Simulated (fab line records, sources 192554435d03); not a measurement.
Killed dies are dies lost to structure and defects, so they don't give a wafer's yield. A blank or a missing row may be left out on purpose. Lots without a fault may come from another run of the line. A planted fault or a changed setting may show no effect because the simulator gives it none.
One fault seen from 2 desks | flow n5_finfet | each desk has only its own numbers; what lay behind them comes last

THE TOOL OWNER'S DESK: rie_diel-03
The tool's own readings at N5_BEOL_M5_ETCH_67 (etches SiARC in CF4, target depth 15.6 nm, time 26 s): means of the sampled wafers that have a number, for each lot that ran on this tool. A lot is out of limits, marked OUT, if its mean lies more than 4 standard deviations from the usual mean; the brackets give that distance.
Columns: A = drypump_motor_current_A at N5_BEOL_M5_ETCH_67, usual 5.8 A; B = etch_rf_on_time_s at N5_BEOL_M5_ETCH_67, usual 26.1 s; C = mfc_ar_sccm at N5_BEOL_M5_ETCH_67, usual 100.03 sccm; D = oes_product_au at N5_BEOL_M5_ETCH_67, usual 0.64 a.u.; E = rf_vpp_V at N5_BEOL_M5_ETCH_67, usual 184.0 V; F = showerhead_plenum_p_Torr at N5_BEOL_M5_ETCH_67, usual 2.14 Torr; G = throttle_valve_pct at N5_BEOL_M5_ETCH_67, usual 15.72 %
lot  | first seen here | A   | B               | C      | D    | E     | F    | G
L150 | day 11 04:19    | 5.4 | 26.3            | 99.80  | 0.61 | 183.4 | 2.15 | 15.88
L152 | day 11 07:02    | 5.8 | 29.1 (+4.0) OUT | 99.75  | 0.61 | 184.3 | 2.14 | 15.74
L158 | day 12 06:44    | 5.4 | 37.8 (+16) OUT  | 100.00 | 0.51 | 184.8 | 2.21 | 15.92
L160 | day 13 02:40    | 5.4 | 32.5 (+8.5) OUT | 100.31 | 0.56 | 183.9 | 2.21 | 15.93
L167 | day 15 12:32    | 5.8 | 26.2            | 99.83  | 0.62 | 184.2 | 2.12 | 15.80
This desk's finding: out of limits on L152, L158, L160; first on L152, day 11 07:02 (etch_rf_on_time_s at N5_BEOL_M5_ETCH_67). In limits: L150, L167.

THE METROLOGY DESK
What the gauges read, lot by lot, whatever tool the lot ran on: means of the sampled wafers that have a number. A lot is out of limits, marked OUT, if its mean lies more than 4 standard deviations from the usual mean; the brackets give that distance.
Columns: A = trench_depth_nm at N5_BEOL_M5_OCD_MEAS_38, usual 71.2 nm
lot  | first seen here | A
L145 | day 9 13:02     | 71.3
L146 | day 9 18:22     | 71.0
L147 | day 9 18:32     | 71.6
L150 | day 11 04:41    | 69.8
L152 | day 11 07:24    | 71.6
L158 | day 12 07:07    | 69.6
L156 | day 12 16:41    | 71.3
L160 | day 13 03:02    | 68.8
L165 | day 14 21:25    | 70.7
L167 | day 15 12:54    | 71.3
L168 | day 15 16:17    | 70.9
This desk's finding: nothing out of limits on any of the 11 lots.

PUT TOGETHER
The tool owner's desk could have raised an alarm at day 11 07:02, on L152, L158, L160.
The metrology desk saw nothing out of limits.
The metrology desk has L152, L158, L160 on record, within its limits.
Of the lots named, all ran N5_BEOL_M5_ETCH_67 on rie_diel-03.

WHAT THE SIMULATOR HAD PUT IN
Process parameter drift: rie_diel-03, from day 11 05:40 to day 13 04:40, at N5_BEOL_M5_ETCH_67. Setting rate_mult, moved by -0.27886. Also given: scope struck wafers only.
Lots struck among those shown: L152, L158, L160.
Hours from the fault's start to each desk's first reading out of limits: the tool owner's desk, 1.
